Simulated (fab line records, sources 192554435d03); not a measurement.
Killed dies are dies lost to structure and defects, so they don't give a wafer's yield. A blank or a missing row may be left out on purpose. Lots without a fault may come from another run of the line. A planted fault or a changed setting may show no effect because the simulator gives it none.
Which tool did it? | flow n5_finfet | 22 lots, 66 wafers sampled, at 6 steps of a route of 1938

WHAT THE GAUGES READ, wafer by wafer
N5_SD_EPI_N_INSPECT_26: inspects for defects (darkfield).
lot  | measured    | on                | raw_defect_count
L074 | day 3 06:04 | defect_inspect-01 | 217 192 200
L075 | day 3 13:59 | defect_inspect-01 | 169 203 213
L076 | day 3 21:57 | defect_inspect-01 | 288 221 203
L077 | day 3 23:55 | defect_inspect-01 | 190 164 167
L078 | day 4 06:30 | defect_inspect-01 | 252 219 216
L079 | day 4 10:15 | defect_inspect-01 | 231 201 189
L080 | day 4 22:13 | defect_inspect-01 | 231 177 207
L082 | day 5 08:34 | defect_inspect-02 | 153 213 196
L084 | day 5 18:37 | defect_inspect-02 | 230 149 189
L085 | day 6 02:28 | defect_inspect-02 | 191 208 162
L086 | day 6 06:23 | defect_inspect-02 | 163 199 189
L087 | day 6 11:16 | defect_inspect-01 | 183 174 208
L088 | day 6 15:36 | defect_inspect-02 | 126 186 211
L089 | day 7 01:29 | defect_inspect-01 | 188 192 210
L090 | day 7 05:12 | defect_inspect-02 | 205 168 222
L091 | day 7 12:16 | defect_inspect-02 | 195 219 177
L092 | day 7 19:30 | defect_inspect-01 | 195 170 154
L093 | day 7 23:25 | defect_inspect-01 | 164 175 266
L094 | day 8 05:58 | defect_inspect-01 | 236 192 181
L095 | day 8 10:55 | defect_inspect-02 | 198 157 157
L096 | day 8 15:59 | defect_inspect-01 | 185 223 247
L097 | day 8 23:14 | defect_inspect-01 | 175 161 213

N5_SD_EPI_P_CD_MEAS_09: target cd 240 nm.
lot  | measured    | on        | cd_nm (nm)
L074 | day 3 06:21 | cd_sem-02 | 239.3 239.7 239.4
L075 | day 3 14:23 | cd_sem-02 | 239.9 239.4 240.6
L076 | day 3 22:21 | cd_sem-02 | 239.3 240.1 239.8
L077 | day 4 00:11 | cd_sem-02 | 240.0 240.4 240.4
L078 | day 4 06:46 | cd_sem-03 | 240.3 240.1 239.7
L079 | day 4 10:39 | cd_sem-01 | 241.3 240.2 240.9
L080 | day 4 22:30 | cd_sem-02 | 240.8 242.0 241.8
L082 | day 5 08:50 | cd_sem-03 | 238.8 239.9 238.9
L084 | day 5 18:55 | cd_sem-02 | 239.2 239.2 239.1
L085 | day 6 02:52 | cd_sem-01 | 240.0 240.6 239.9
L086 | day 6 06:47 | cd_sem-02 | 239.9 239.1 238.9
L087 | day 6 11:40 | cd_sem-01 | 240.2 240.9 240.3
L088 | day 6 15:55 | cd_sem-02 | 240.4 240.5 240.7
L089 | day 7 01:53 | cd_sem-03 | 238.9 239.6 239.8
L090 | day 7 05:36 | cd_sem-02 | 240.3 240.4 240.3
L091 | day 7 12:40 | cd_sem-03 | 239.3 238.7 239.2
L092 | day 7 19:54 | cd_sem-03 | 240.9 241.1 240.6
L093 | day 7 23:41 | cd_sem-01 | 240.2 239.9 239.9
L094 | day 8 06:22 | cd_sem-03 | 239.8 239.7 240.1
L095 | day 8 11:19 | cd_sem-03 | 240.2 239.3 240.1
L096 | day 8 16:16 | cd_sem-03 | 242.0 240.8 241.9
L097 | day 8 23:38 | cd_sem-03 | 240.0 240.4 240.2

WHICH TOOL RAN EACH LOT (tool, then ch and the chambers of the sampled wafers, then the start)
lot  | N5_DUMMY_GATE_STRIP_48            | N5_SD_EPI_N_DESCUM_14             | N5_SD_EPI_N_ETCH_34               | N5_SD_EPI_N_ETCH_16
L074 | rie_diel-05 ch 0,1,3, day 3 00:26 | rie_diel-06 ch 0,1,2, day 3 02:04 | rie_diel-06 ch 0,1,2, day 3 02:05 | rie_diel-06 ch 0,1,2, day 3 02:40
L075 | rie_diel-04 ch 0,1, day 3 08:02   | rie_diel-01 ch 1,3, day 3 10:02   | rie_diel-01 ch 1,3, day 3 10:04   | rie_diel-01 ch 1,3, day 3 10:39
L076 | rie_diel-04 ch 0,1,2, day 3 16:24 | rie_diel-01 ch 0,2,3, day 3 17:57 | rie_diel-01 ch 0,2,3, day 3 17:59 | rie_diel-01 ch 0,2,3, day 3 18:34
L077 | rie_diel-04 ch 0,3, day 3 18:20   | rie_diel-01 ch 0,3, day 3 19:55   | rie_diel-01 ch 0,3, day 3 19:58   | rie_diel-01 ch 0,3, day 3 20:32
L078 | rie_diel-04 ch 0,3, day 4 00:22   | rie_diel-02 ch 0,2, day 4 01:43   | rie_diel-02 ch 0,2, day 4 01:45   | rie_diel-02 ch 0,2, day 4 02:20
L079 | rie_diel-04 ch 0,2, day 4 04:38   | rie_diel-02 ch 0,3, day 4 06:17   | rie_diel-02 ch 0,3, day 4 06:19   | rie_diel-02 ch 0,3, day 4 06:53
L080 | rie_diel-04 ch 1,2,3, day 4 16:36 | rie_diel-02 ch 0,3, day 4 17:46   | rie_diel-02 ch 0,3, day 4 17:47   | rie_diel-02 ch 0,3, day 4 18:22
L082 | rie_diel-04 ch 0,3, day 5 00:51   | rie_diel-01 ch 0,2, day 5 04:35   | rie_diel-01 ch 0,2, day 5 04:37   | rie_diel-01 ch 0,2, day 5 05:11
L084 | rie_diel-03 ch 0,2, day 5 13:16   | rie_diel-06 ch 1,2, day 5 14:41   | rie_diel-06 ch 1,2, day 5 14:43   | rie_diel-06 ch 1,2, day 5 15:18
L085 | rie_diel-05 ch 0,1, day 5 21:10   | rie_diel-01 ch 1,2,3, day 5 22:26 | rie_diel-01 ch 1,2,3, day 5 22:28 | rie_diel-01 ch 1,2,3, day 5 23:03
L086 | rie_diel-03 ch 0,2, day 6 01:17   | rie_diel-01 ch 0,1,3, day 6 02:26 | rie_diel-01 ch 0,1,3, day 6 02:28 | rie_diel-01 ch 0,1,3, day 6 03:03
L087 | rie_diel-04 ch 1,3, day 6 05:05   | rie_diel-01 ch 0,2, day 6 06:52   | rie_diel-01 ch 0,2, day 6 06:54   | rie_diel-01 ch 0,2, day 6 07:29
L088 | rie_diel-04 ch 1,3, day 6 10:30   | rie_diel-02 ch 1,3, day 6 11:40   | rie_diel-02 ch 1,3, day 6 11:41   | rie_diel-02 ch 1,3, day 6 12:16
L089 | rie_diel-05 ch 0,2,3, day 6 19:37 | rie_diel-01 ch 0,2, day 6 21:32   | rie_diel-01 ch 0,2, day 6 21:34   | rie_diel-01 ch 0,2, day 6 22:09
L090 | rie_diel-04 ch 1,2,3, day 6 23:59 | rie_diel-06 ch 0,1,2, day 7 01:16 | rie_diel-06 ch 0,1,2, day 7 01:17 | rie_diel-06 ch 0,1,2, day 7 01:52
L091 | rie_diel-03 ch 1,2,3, day 7 05:16 | rie_diel-01 ch 0,1,3, day 7 06:35 | rie_diel-01 ch 0,1,3, day 7 06:37 | rie_diel-01 ch 0,1,3, day 7 07:12
L092 | rie_diel-04 ch 1,2, day 7 14:04   | rie_diel-02 ch 2,3, day 7 15:15   | rie_diel-02 ch 2,3, day 7 15:17   | rie_diel-02 ch 2,3, day 7 15:52
L093 | rie_diel-04 ch 0,1,2, day 7 17:55 | rie_diel-01 ch 1,3, day 7 19:08   | rie_diel-01 ch 1,3, day 7 19:10   | rie_diel-01 ch 1,3, day 7 19:45
L094 | rie_diel-03 ch 0,1,3, day 8 00:50 | rie_diel-06 ch 0,1,3, day 8 02:00 | rie_diel-06 ch 0,1,3, day 8 02:02 | rie_diel-06 ch 0,1,3, day 8 02:37
L095 | rie_diel-05 ch 1,2,3, day 8 05:34 | rie_diel-06 ch 1,2,3, day 8 06:50 | rie_diel-06 ch 1,2,3, day 8 06:52 | rie_diel-06 ch 1,2,3, day 8 07:27
L096 | rie_diel-04 ch 0,2,3, day 8 10:27 | rie_diel-06 ch 1,2,3, day 8 11:49 | rie_diel-06 ch 1,2,3, day 8 11:50 | rie_diel-06 ch 1,2,3, day 8 12:25
L097 | rie_diel-04 ch 0,1,3, day 8 16:56 | rie_diel-02 ch 1,2, day 8 18:32   | rie_diel-02 ch 1,2, day 8 18:34   | rie_diel-02 ch 1,2, day 8 19:08
- N5_DUMMY_GATE_STRIP_48: strips in N2/H2, time 20 s.
- N5_SD_EPI_N_DESCUM_14: chemistry O2, time 7.9 s.
- N5_SD_EPI_N_ETCH_34: etches SiARC in CF4, target depth 45.5 nm, time 75.8 s.
- N5_SD_EPI_N_ETCH_16: etches SiO2 in CHF3/O2, target depth 5 nm.

WHAT THE TOOLS THEMSELVES READ (means of the sampled wafers that have a number; where no wafer has one, the mark that the record gives instead)
N5_DUMMY_GATE_STRIP_48.
lot  | tool        | drypump_motor_current_A (A) | oes_product_au (a.u.) | rf_vpp_V (V) | showerhead_plenum_p_Torr (Torr) | temp_c (C) | throttle_valve_pct (%)
L074 | rie_diel-05 | 5.7                         | 0.88                  | 45.0         | 3.42                            | 39.94      | 12.08
L075 | rie_diel-04 | 5.7                         | 0.87                  | 45.5         | 3.33                            | 40.08      | 12.24
L076 | rie_diel-04 | 5.5                         | 0.81                  | 44.7         | 3.40                            | 39.99      | 12.14
L077 | rie_diel-04 | 6.1                         | 0.76                  | 44.8         | 3.29                            | 40.08      | 12.13
L078 | rie_diel-04 | 6.1                         | 0.77                  | 45.0         | 3.29                            | 40.16      | 12.13
L079 | rie_diel-04 | 5.3                         | 0.77                  | 45.4         | 3.47                            | 40.13      | 12.05
L080 | rie_diel-04 | 5.4                         | 0.81                  | 45.7         | 3.36                            | 39.99      | 12.18
L082 | rie_diel-04 | 6.1                         | 0.76                  | 45.3         | 3.29                            | 40.02      | 12.14
L084 | rie_diel-03 | 5.9                         | 0.84                  | 44.9         | 3.42                            | 40.05      | 12.00
L085 | rie_diel-05 | 5.7                         | 0.90                  | 45.2         | 3.49                            | 40.02      | 12.01
L086 | rie_diel-03 | 5.7                         | 0.81                  | 45.0         | 3.40                            | 39.95      | 12.13
L087 | rie_diel-04 | 5.6                         | 0.84                  | 44.2         | 3.28                            | 40.05      | 12.31
L088 | rie_diel-04 | 5.6                         | 0.84                  | 45.7         | 3.28                            | 39.97      | 12.31
L089 | rie_diel-05 | 5.7                         | 0.83                  | 46.4         | 3.41                            | 39.95      | 12.23
L090 | rie_diel-04 | 5.4                         | 0.79                  | 45.3         | 3.35                            | 40.05      | 12.23
L091 | rie_diel-03 | 6.1                         | 0.86                  | 45.0         | 3.41                            | 39.98      | 12.11
L092 | rie_diel-04 | 5.0                         | 0.77                  | 46.4         | 3.43                            | 40.08      | 12.20
L093 | rie_diel-04 | 5.5                         | 0.78                  | 45.0         | 3.39                            | 40.01      | 12.21
L094 | rie_diel-03 | 5.8                         | 0.81                  | 45.3         | 3.40                            | 39.88      | 12.26
L095 | rie_diel-05 | 5.4                         | 0.81                  | 45.5         | 3.49                            | 39.93      | 12.09
L096 | rie_diel-04 | 5.7                         | 0.74                  | 45.1         | 3.37                            | 39.98      | 12.16
L097 | rie_diel-04 | 5.9                         | 0.78                  | 45.2         | 3.30                            | 39.90      | 12.27

N5_SD_EPI_N_DESCUM_14.
lot  | tool        | drypump_motor_current_A (A) | oes_product_au (a.u.) | rf_vpp_V (V) | showerhead_plenum_p_Torr (Torr) | temp_c (C) | throttle_valve_pct (%)
L074 | rie_diel-06 | 5.4                         | 0.72                  | 243.4        | 2.10                            | 40.00      | 20.60
L075 | rie_diel-01 | 5.8                         | 0.91                  | 245.7        | 2.22                            | 39.98      | 20.16
L076 | rie_diel-01 | 5.6                         | 0.77                  | 243.0        | 2.12                            | 39.98      | 20.54
L077 | rie_diel-01 | 5.8                         | 0.78                  | 242.8        | 2.07                            | 39.92      | 20.46
L078 | rie_diel-02 | 5.7                         | 0.73                  | 242.6        | 2.06                            | 39.97      | 20.32
L079 | rie_diel-02 | 5.6                         | 0.72                  | 241.6        | 1.99                            | 40.02      | 20.29
L080 | rie_diel-02 | 5.8                         | 0.75                  | 242.4        | 2.01                            | 40.00      | 20.25
L082 | rie_diel-01 | 5.4                         | 0.75                  | 243.4        | 2.05                            | 39.94      | 20.59
L084 | rie_diel-06 | 5.3                         | 0.73                  | 243.5        | 2.13                            | 39.93      | 20.68
L085 | rie_diel-01 | 5.6                         | 0.80                  | 245.2        | 2.19                            | 40.01      | 20.41
L086 | rie_diel-01 | 5.8                         | 0.81                  | 244.6        | 2.14                            | 39.95      | 20.35
L087 | rie_diel-01 | 5.4                         | 0.74                  | 242.5        | 2.05                            | 39.83      | 20.62
L088 | rie_diel-02 | 6.1                         | 0.75                  | 243.8        | 2.07                            | 40.11      | 20.32
L089 | rie_diel-01 | 5.2                         | 0.72                  | 243.5        | 2.10                            | 39.92      | 20.70
L090 | rie_diel-06 | 5.4                         | 0.87                  | 244.1        | 2.09                            | 40.05      | 20.39
L091 | rie_diel-01 | 5.8                         | 0.79                  | 244.5        | 2.13                            | 40.09      | 20.36
L092 | rie_diel-02 | 5.9                         | 0.76                  | 242.1        | 2.08                            | 40.01      | 20.25
L093 | rie_diel-01 | 6.0                         | 0.81                  | 245.6        | 2.20                            | 40.08      | 20.32
L094 | rie_diel-06 | 5.7                         | 0.87                  | 242.6        | 2.06                            | 40.03      | 20.33
L095 | rie_diel-06 | 5.6                         | 0.81                  | 242.6        | 2.10                            | 39.88      | 20.53
L096 | rie_diel-06 | 5.6                         | 0.80                  | 242.7        | 2.10                            | 39.94      | 20.53
L097 | rie_diel-02 | 6.4                         | 0.73                  | 244.2        | 2.17                            | 39.95      | 20.45

N5_SD_EPI_N_ETCH_34.
lot  | tool        | drypump_motor_current_A (A) | etch_rf_on_time_s (s) | oes_product_au (a.u.) | rf_vpp_V (V) | showerhead_plenum_p_Torr (Torr) | throttle_valve_pct (%)
L074 | rie_diel-06 | 5.4                         | 75.6                  | 0.62                  | 184.0        | 2.15                            | 15.82
L075 | rie_diel-01 | 5.8                         | 75.1                  | 0.77                  | 185.7        | 2.27                            | 15.36
L076 | rie_diel-01 | 5.6                         | 75.3                  | 0.66                  | 184.3        | 2.18                            | 15.73
L077 | rie_diel-01 | 5.8                         | 75.9                  | 0.67                  | 183.9        | 2.13                            | 15.68
L078 | rie_diel-02 | 5.7                         | 75.9                  | 0.63                  | 183.6        | 2.11                            | 15.53
L079 | rie_diel-02 | 5.6                         | 76.1                  | 0.62                  | 181.9        | 2.05                            | 15.54
L080 | rie_diel-02 | 5.8                         | 75.0                  | 0.65                  | 182.8        | 2.06                            | 15.46
L082 | rie_diel-01 | 5.4                         | 76.6                  | 0.63                  | 183.4        | 2.11                            | 15.84
L084 | rie_diel-06 | 5.3                         | 74.8                  | 0.63                  | 184.5        | 2.18                            | 15.90
L085 | rie_diel-01 | 5.6                         | 75.4                  | 0.68                  | 185.1        | 2.24                            | 15.62
L086 | rie_diel-01 | 5.8                         | 75.1                  | 0.70                  | 184.4        | 2.19                            | 15.57
L087 | rie_diel-01 | 5.4                         | 77.4                  | 0.63                  | 183.5        | 2.11                            | 15.86
L088 | rie_diel-02 | 6.1                         | 75.5                  | 0.64                  | 183.3        | 2.11                            | 15.51
L089 | rie_diel-01 | 5.2                         | 76.7                  | 0.61                  | 183.9        | 2.15                            | 15.93
L090 | rie_diel-06 | 5.4                         | 74.8                  | 0.75                  | 184.1        | 2.14                            | 15.55
L091 | rie_diel-01 | 5.8                         | 76.1                  | 0.68                  | 185.3        | 2.19                            | 15.59
L092 | rie_diel-02 | 6.0                         | 75.1                  | 0.66                  | 184.2        | 2.13                            | 15.46
L093 | rie_diel-01 | 6.0                         | 75.6                  | 0.69                  | 185.5        | 2.25                            | 15.53
L094 | rie_diel-06 | 5.7                         | 75.3                  | 0.74                  | 182.4        | 2.12                            | 15.52
L095 | rie_diel-06 | 5.6                         | 75.8                  | 0.69                  | 184.0        | 2.16                            | 15.73
L096 | rie_diel-06 | 5.6                         | 74.9                  | 0.69                  | 184.6        | 2.15                            | 15.73
L097 | rie_diel-02 | 6.4                         | 74.9                  | 0.62                  | 185.2        | 2.21                            | 15.64

N5_SD_EPI_N_ETCH_16.
lot  | tool        | drypump_motor_current_A (A) | oes_product_au (a.u.) | rf_vpp_V (V) | showerhead_plenum_p_Torr (Torr) | throttle_valve_pct (%)
L074 | rie_diel-06 | 5.4                         | 0.72                  | 522          | 2.42                            | 19.08
L075 | rie_diel-01 | 5.8                         | 0.91                  | 530          | 2.55                            | 18.68
L076 | rie_diel-01 | 5.6                         | 0.76                  | 520          | 2.45                            | 19.03
L077 | rie_diel-01 | 5.8                         | 0.79                  | 521          | 2.39                            | 18.99
L078 | rie_diel-02 | 5.7                         | 0.74                  | 519          | 2.37                            | 18.83
L079 | rie_diel-02 | 5.6                         | 0.73                  | 520          | 2.31                            | 18.83
L080 | rie_diel-02 | 5.7                         | 0.75                  | 522          | 2.32                            | 18.78
L082 | rie_diel-01 | 5.4                         | 0.75                  | 517          | 2.38                            | 19.16
L084 | rie_diel-06 | 5.3                         | 0.73                  | 521          | 2.46                            | 19.18
L085 | rie_diel-01 | 5.6                         | 0.80                  | 524          | 2.52                            | 18.91
L086 | rie_diel-01 | 5.8                         | 0.81                  | 526          | 2.47                            | 18.87
L087 | rie_diel-01 | 5.5                         | 0.74                  | 516          | 2.37                            | 19.17
L088 | rie_diel-02 | 6.1                         | 0.75                  | 524          | 2.38                            | 18.81
L089 | rie_diel-01 | 5.2                         | 0.72                  | 517          | 2.43                            | 19.21
L090 | rie_diel-06 | 5.4                         | 0.88                  | 522          | 2.41                            | 18.86
L091 | rie_diel-01 | 5.8                         | 0.79                  | 524          | 2.46                            | 18.89
L092 | rie_diel-02 | 6.0                         | 0.77                  | 527          | 2.40                            | 18.75
L093 | rie_diel-01 | 6.0                         | 0.81                  | 528          | 2.52                            | 18.79
L094 | rie_diel-06 | 5.7                         | 0.86                  | 520          | 2.38                            | 18.84
L095 | rie_diel-06 | 5.6                         | 0.81                  | 521          | 2.43                            | 19.04
L096 | rie_diel-06 | 5.6                         | 0.81                  | 521          | 2.42                            | 19.05
L097 | rie_diel-02 | 6.4                         | 0.73                  | 520          | 2.49                            | 18.92

THE ANSWER, worked out from the rows above alone
Rule: what is usual is taken from the lots themselves. Put in order of their means at a reading, lots are off if they are a third of the lots or fewer, leave a main group of 4 or more, and stand apart from it by a gap of 3 or more times the standard deviation of the main group's means; of several such gaps the widest counts. A main group whose means are all the same, to the digits that the tables above print for the reading, isn't used. A lot without any number at a reading at which 4 lots or more have one is off too. The other lots that the step has rows for count as sound. The gauges are gone through in route order, then the tools' own readings, and for those a lot's mean is taken as printed above. The first step at which some lot is off is used, and at that step the reading that is off furthest; a lot without a number counts as furthest.
No lot is off at any reading shown: from this, nothing can be told.

WHAT THE SIMULATOR HAD PUT IN
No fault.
